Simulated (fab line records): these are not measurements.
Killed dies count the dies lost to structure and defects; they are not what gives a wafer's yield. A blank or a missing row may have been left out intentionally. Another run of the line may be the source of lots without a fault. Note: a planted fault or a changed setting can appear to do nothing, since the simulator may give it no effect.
Matching of chambers / flow nand-harc / NHARC_P_M2_DESCUM_14 on rie-diel-01: 4 sister chambers
The step chemistry O2, time 3 s. 16 wafers are shown with their chamber, then 8 later ones without.

WAFERS PAIRED WITH THEIR CHAMBERS
wafer=L078.1; chamber=3; drypump-motor-current-A (A)=6.0; oes-product-au (a.u.)=0.974; rf-vpp-V (V)=57.8
wafer=L078.3; chamber=2; drypump-motor-current-A (A)=5.6; oes-product-au (a.u.)=0.961; rf-vpp-V (V)=57.0
wafer=L078.5; chamber=3; drypump-motor-current-A (A)=6.0; oes-product-au (a.u.)=0.976; rf-vpp-V (V)=59.0
wafer=L084.1; chamber=1; drypump-motor-current-A (A)=5.3; oes-product-au (a.u.)=0.982; rf-vpp-V (V)=58.4
wafer=L084.5; chamber=2; drypump-motor-current-A (A)=5.6; oes-product-au (a.u.)=0.968; rf-vpp-V (V)=57.3
wafer=L084.6; chamber=1; drypump-motor-current-A (A)=5.4; oes-product-au (a.u.)=0.986; rf-vpp-V (V)=59.7
wafer=L089.2; chamber=1; drypump-motor-current-A (A)=5.4; oes-product-au (a.u.)=0.990; rf-vpp-V (V)=57.5
wafer=L089.4; chamber=3; drypump-motor-current-A (A)=6.0; oes-product-au (a.u.)=1.009; rf-vpp-V (V)=57.5
wafer=L089.5; chamber=3; drypump-motor-current-A (A)=6.0; oes-product-au (a.u.)=0.999; rf-vpp-V (V)=58.5
wafer=L088.1; chamber=2; drypump-motor-current-A (A)=5.6; oes-product-au (a.u.)=0.973; rf-vpp-V (V)=58.6
wafer=L088.3; chamber=1; drypump-motor-current-A (A)=5.3; oes-product-au (a.u.)=0.999; rf-vpp-V (V)=58.8
wafer=L088.4; chamber=0; drypump-motor-current-A (A)=6.0; oes-product-au (a.u.)=0.985; rf-vpp-V (V)=56.9
wafer=L090.2; chamber=1; drypump-motor-current-A (A)=5.4; oes-product-au (a.u.)=1.014; rf-vpp-V (V)=58.6
wafer=L090.3; chamber=2; drypump-motor-current-A (A)=5.6; oes-product-au (a.u.)=0.975; rf-vpp-V (V)=56.9
wafer=L090.6; chamber=1; drypump-motor-current-A (A)=5.4; oes-product-au (a.u.)=1.010; rf-vpp-V (V)=58.4
wafer=L094.2; chamber=3; drypump-motor-current-A (A)=6.0; oes-product-au (a.u.)=1.007; rf-vpp-V (V)=57.5

SIGNATURES (means of the wafers above)
reading=drypump-motor-current-A; chamber 0=6.000; chamber 1=5.367; chamber 2=5.600; chamber 3=6.000; scatter within a chamber=0.0333
reading=oes-product-au; chamber 0=0.98500; chamber 1=0.99683; chamber 2=0.96925; chamber 3=0.99300; scatter within a chamber=0.0133
reading=rf-vpp-V; chamber 0=56.900; chamber 1=58.567; chamber 2=57.450; chamber 3=58.060; scatter within a chamber=0.716
Rule: distance of a wafer from a chamber = root of the sum over the readings of ((wafer's reading minus chamber's mean) / reading's scatter) squared. If the next closest chamber is less than 2 further off than the closest, the wafer can't be placed; otherwise it belongs to the closest. The scatter: the root of (the sum of the squares of (reading less its chamber's mean) over the shown wafers, divided by (wafers less chambers)).

WAFERS WITH NO CHAMBER GIVEN
wafer=L094.3; drypump-motor-current-A (A)=6.0; oes-product-au (a.u.)=0.995; rf-vpp-V (V)=57.1
wafer=L094.5; drypump-motor-current-A (A)=6.0; oes-product-au (a.u.)=1.002; rf-vpp-V (V)=58.9
wafer=L095.3; drypump-motor-current-A (A)=5.6; oes-product-au (a.u.)=0.972; rf-vpp-V (V)=57.2
wafer=L095.4; drypump-motor-current-A (A)=6.0; oes-product-au (a.u.)=0.981; rf-vpp-V (V)=57.7
wafer=L095.5; drypump-motor-current-A (A)=5.6; oes-product-au (a.u.)=0.975; rf-vpp-V (V)=57.3
wafer=L096.2; drypump-motor-current-A (A)=5.6; oes-product-au (a.u.)=0.985; rf-vpp-V (V)=59.8
wafer=L096.3; drypump-motor-current-A (A)=6.0; oes-product-au (a.u.)=0.992; rf-vpp-V (V)=58.2
wafer=L096.5; drypump-motor-current-A (A)=6.0; oes-product-au (a.u.)=1.000; rf-vpp-V (V)=57.7

THE CHAMBER EACH PASSED THROUGH
wafer=L094.3; from the rows above=can't be placed: 0 or 3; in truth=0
wafer=L094.5; from the rows above=can't be placed: 3 or 0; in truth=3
wafer=L095.3; from the rows above=2; in truth=2
wafer=L095.4; from the rows above=can't be placed: 3 or 0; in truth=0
wafer=L095.5; from the rows above=2; in truth=2
wafer=L096.2; from the rows above=2; in truth=2
wafer=L096.3; from the rows above=can't be placed: 3 or 0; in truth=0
wafer=L096.5; from the rows above=can't be placed: 3 or 0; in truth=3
Correct placement for 3 of the 8. Not placeable from these rows: 5 (in 5, the candidates include the true chamber). Placed wrongly: 0.
